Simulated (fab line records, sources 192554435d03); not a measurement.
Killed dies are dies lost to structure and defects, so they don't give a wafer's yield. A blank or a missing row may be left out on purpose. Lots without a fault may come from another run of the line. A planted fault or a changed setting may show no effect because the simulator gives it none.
Split-lot experiment | flow n5_finfet | 7 lots, 21 wafers read, on a route of 1938 steps

THE SPLIT
At N5_MIM_TOP_SPUTTER_03 (material TiN, target thk 35 nm, time 89.7 s), the setting time_s was moved away from the recipe's 89.7 s on 6 of the 21 wafers read, by -11.5% to +12.5%. The other wafers ran this setting at the recipe's value.

The reading is taken at the split's own step.

THE READING
TiN_of_MIM_TOP_SPUTTER_03.thk_nm (the simulator's own value, which no gauge read), in nm, at N5_MIM_TOP_SPUTTER_03 (material TiN, target thk 35 nm, time 89.7 s). The file gives no usual value for it. The 15 wafers here that ran the recipe average 34.8 nm, standard deviation 0.34 nm.

wafer  | tool, chamber at the split | time_s as run, s | against the recipe | TiN_of_MIM_TOP_SPUTTER_03.thk_nm, nm | against lot-mates on the recipe
L074.1 | pvd_sputter-01, -          | 89.7             | recipe             | 34.6                                 | -
L074.3 | pvd_sputter-01, -          | 89.7             | recipe             | 35                                   | -
L074.5 | pvd_sputter-01, -          | 89.7             | recipe             | 34.4                                 | -
L078.1 | pvd_sputter-03, -          | 89.7             | recipe             | 34.8                                 | -
L078.2 | pvd_sputter-03, -          | 79.37            | -11.5%             | 30.4                                 | -4.4
L078.5 | pvd_sputter-03, -          | 79.37            | -11.5%             | 30.6                                 | -4.2
L080.1 | pvd_sputter-02, -          | 89.7             | recipe             | 35.2                                 | -
L080.3 | pvd_sputter-02, -          | 93.93            | +4.7%              | 36.4                                 | +1.2
L080.4 | pvd_sputter-02, -          | 93.93            | +4.7%              | 36.6                                 | +1.4
L088.1 | pvd_sputter-01, -          | 89.7             | recipe             | 34.2                                 | -
L088.2 | pvd_sputter-01, -          | 89.7             | recipe             | 34.8                                 | -
L088.3 | pvd_sputter-01, -          | 89.7             | recipe             | 34.8                                 | -
L087.1 | pvd_sputter-03, -          | 89.7             | recipe             | 34.8                                 | -
L087.3 | pvd_sputter-03, -          | 89.7             | recipe             | 34.8                                 | -
L087.2 | pvd_sputter-03, -          | 89.7             | recipe             | 35                                   | -
L086.1 | pvd_sputter-02, -          | 89.7             | recipe             | 35.4                                 | -
L086.3 | pvd_sputter-02, -          | 89.7             | recipe             | 35.4                                 | -
L086.4 | pvd_sputter-02, -          | 80.31            | -10.5%             | 31.6                                 | -3.8
L096.2 | pvd_sputter-01, -          | 100.9            | +12.5%             | 39.2                                 | +4.7
L096.3 | pvd_sputter-01, -          | 89.7             | recipe             | 34.4                                 | -
L096.6 | pvd_sputter-01, -          | 89.7             | recipe             | 34.6                                 | -

THE FIT
A straight line over all 21 wafers: TiN_of_MIM_TOP_SPUTTER_03.thk_nm changes by +0.354 nm for each +1% of time_s; r = +0.99; the points scatter about the line by 0.33 nm.
The same after taking each lot's own level away (the mean of its wafers on the recipe; 21 wafers): +0.364 nm for each +1%; r = +0.99; scatter 0.21 nm.
On that fit, the largest move of time_s shifts the reading by 4.5 nm.
The lots' own levels span 34.50 to 35.40 nm, that is 2.7 times the standard deviation above.
So the lot-to-lot level changes the slope little: the two slopes agree.
Check: with one of the wafers moved furthest among these (+12.5%) left out of the fit, the line predicts +4.39 nm for it against its lot-mates. It came out at +4.7 nm against them.

OTHER SPLITS ON THESE WAFERS
These wafers also went through other splits before the reading. Each is held against what the fit with the lots' levels taken away leaves over:
other split on the same wafers | wafers away from the commonest value | r with TiN_of_MIM_TOP_SPUTTER_03.thk_nm (lot level and that fit taken away)
N5_BEOL_M12_PEB_08 peb_time_s  | 10                                   | +0.55
N5_BEOL_M14_ETCH_68 time_s     | 6                                    | -0.14
N5_BEOL_M14_SPUTTER_43 power_w | 4                                    | -0.33

THE FILE'S OWN FIT
TiN_of_MIM_TOP_SPUTTER_03.thk_nm changes by +0.367 nm for each +1% of time_s, r = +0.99.
